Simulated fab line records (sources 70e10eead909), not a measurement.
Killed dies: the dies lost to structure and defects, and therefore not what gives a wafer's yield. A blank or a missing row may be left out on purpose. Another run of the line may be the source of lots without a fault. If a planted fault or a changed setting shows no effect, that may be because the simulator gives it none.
The tool behind it: which one? -- flow nand harc -- Sampling: 14 lots, 42 wafers, 5 of 1302 route steps

== WHAT EACH GAUGE READ, for each wafer ==
NHARC_A_DECK1_JOINT_THK_MEAS_14: measures by ellipsometry.
lot,measured,on,thk nm (nm)
L527,day 12 05:51,film metro-01,50.2 51.6 48.4
L528,day 12 05:51,film metro-02,50.9 52.5 51.0
L529,day 12 23:53,film metro-01,48.2 48.9 50.1
L530,day 12 23:53,film metro-02,51.6 50.5 48.3
L532,day 13 13:00,film metro-02,48.4 50.2 49.1
L531,day 13 13:00,film metro-02,50.1 53.5 53.5
L539,day 16 08:43,film metro-02,50.7 51.5 50.3
L541,day 17 05:53,film metro-01,50.9 49.3 51.5
L540,day 17 11:17,film metro-01,50.2 49.0 50.3
L542,day 17 19:35,film metro-01,49.4 52.6 50.4
L543,day 18 07:39,film metro-02,52.3 53.5 49.1
L544,day 19 05:20,film metro-02,52.8 55.1 52.6
L545,day 19 13:59,film metro-01,50.5 49.8 50.8
L549,day 20 15:15,film metro-01,52.3 51.5 52.4

NHARC_A_ONON_D2_THK_MEAS_05: measures by ellipsometry.
lot,measured,on,thk nm (nm)
L527,day 13 06:30,film metro-01,999 1000 1000
L528,day 13 06:20,film metro-02,1013 1014 1012
L529,day 13 23:41,film metro-01,1005 1008 1007
L530,day 13 23:41,film metro-02,983 983 983
L532,day 14 13:41,film metro-02,999 998 998
L531,day 14 13:49,film metro-02,998 997 998
L539,day 17 11:15,film metro-02,998 998 998
L541,day 18 10:28,film metro-02,998 999 997
L540,day 18 13:05,film metro-01,1004 1003 1003
L542,day 19 01:17,film metro-01,1015 1014 1014
L543,day 19 12:11,film metro-02,1013 1012 1011
L544,day 20 08:18,film metro-02,988 988 987
L545,day 20 13:32,film metro-02,1004 1004 1003
L549,day 21 16:50,film metro-02,1004 1006 1005

NHARC_A_CHANNEL_HOLE_D2_CD_MEAS_10 targets a cd of 100 nm.
lot,measured,on,cd nm (nm)
L527,day 13 21:25,cd sem-01,99.9 99.9 99.9
L528,day 13 21:16,cd sem-03,100.3 99.4 99.6
L529,day 14 15:20,cd sem-01,100.0 101.2 100.9
L530,day 14 15:34,cd sem-02,99.9 99.6 100.4
L532,day 15 08:51,cd sem-01,100.4 100.4 100.6
L531,day 15 04:54,cd sem-02,100.5 99.7 99.9
L539,day 18 10:17,cd sem-01,100.1 99.6 100.0
L541,day 19 02:54,cd sem-02,100.2 99.9 99.8
L540,day 19 01:23,cd sem-02,100.6 101.3 100.7
L542,day 19 21:38,cd sem-03,100.0 100.0 100.1
L543,day 20 07:51,cd sem-02,100.0 100.2 100.0
L544,day 21 01:50,cd sem-01,99.3 100.0 100.1
L545,day 21 04:23,cd sem-03,100.0 100.8 100.2
L549,day 22 07:38,cd sem-02,99.5 100.2 100.2

NHARC_END_SORT_01.
lot,measured,on,killed at array,killed at other,killed at periphery,killed dies,killed open,killed short
L532,day 26 06:03,prober-01,670 668 668,1 2 2,6 7 7,677 677 677,2 3 4,5 9 3
L539,day 29 09:08,prober-01,673 675 674,1 0 2,3 2 1,677 677 677,3 3 0,2 2 1

== WHAT TOOL EACH LOT RAN ON (gives the tool, then ch and the chambers of the sampled wafers, and finally the start) ==
lot,NHARC_A_CHANNEL_HOLE_D2_DEP_00
L527,"acl dep-01 ch 0, day 13 18:58"
L528,"acl dep-02 ch 0, day 13 18:58"
L529,"acl dep-01 ch 0, day 14 13:33"
L530,"acl dep-03 ch 0, day 14 13:31"
L532,"acl dep-02 ch 0, day 15 03:00 and acl dep-03 ch 0, day 15 06:45"
L531,"acl dep-03 ch 0, day 15 02:23"
L539,"acl dep-03 ch 0, day 18 03:58"
L541,"acl dep-01 ch 0, day 19 00:10"
L540,"acl dep-03 ch 0, day 18 23:04"
L542,"acl dep-02 ch 0, day 19 18:59"
L543,"acl dep-01 ch 0, day 20 05:38"
L544,"acl dep-02 ch 0, day 20 23:10"
L545,"acl dep-02 ch 0, day 21 01:44"
L549,"acl dep-03 ch 0, day 22 05:28"
- NHARC_A_CHANNEL_HOLE_D2_DEP_00: deposits aC, target thk 3100 nm.

== AS READ BY THE TOOLS THEMSELVES (means over the sampled wafers that have a number; for cases with no such wafer, the mark the record gives instead) ==
NHARC_A_CHANNEL_HOLE_D2_DEP_00.
lot,tool,throttle valve pct (%)
L527,acl dep-01,34.998
L528,acl dep-02,35.000
L529,acl dep-01,34.998
L530,acl dep-03,34.996
L532,acl dep-02/acl dep-03,35.002
L531,acl dep-03,35.002
L539,acl dep-03,34.995
L541,acl dep-01,34.997
L540,acl dep-03,35.005
L542,acl dep-02,35.008
L543,acl dep-01,35.008
L544,acl dep-02,35.004
L545,acl dep-02,35.004
L549,acl dep-03,34.990

== THE ANSWER, worked out from the rows above alone ==
Rule: the lots themselves supply what counts as usual. Put in order of their means at a reading, lots are off if they are a third of the lots or fewer, leave a main group of 4 or more, and stand apart from it by a gap of 3 or more times the standard deviation of the main group's means; of several such gaps the widest counts. A main group whose means are all the same, to the digits that the tables above print for the reading, isn't used. A lot without any number at a reading at which 4 lots or more have one is off too. All remaining lots with rows at the step are treated as sound. After the gauges, taken in route order, come the tools' own readings; for these a lot's mean is taken, as printed above. The first step at which some lot is off is used, and at that step the reading that is off furthest; a lot without a number counts as furthest.
Across all readings shown, no lot is off: no conclusion can be drawn from this.

== WHAT THE SIMULATOR HAD INSERTED ==
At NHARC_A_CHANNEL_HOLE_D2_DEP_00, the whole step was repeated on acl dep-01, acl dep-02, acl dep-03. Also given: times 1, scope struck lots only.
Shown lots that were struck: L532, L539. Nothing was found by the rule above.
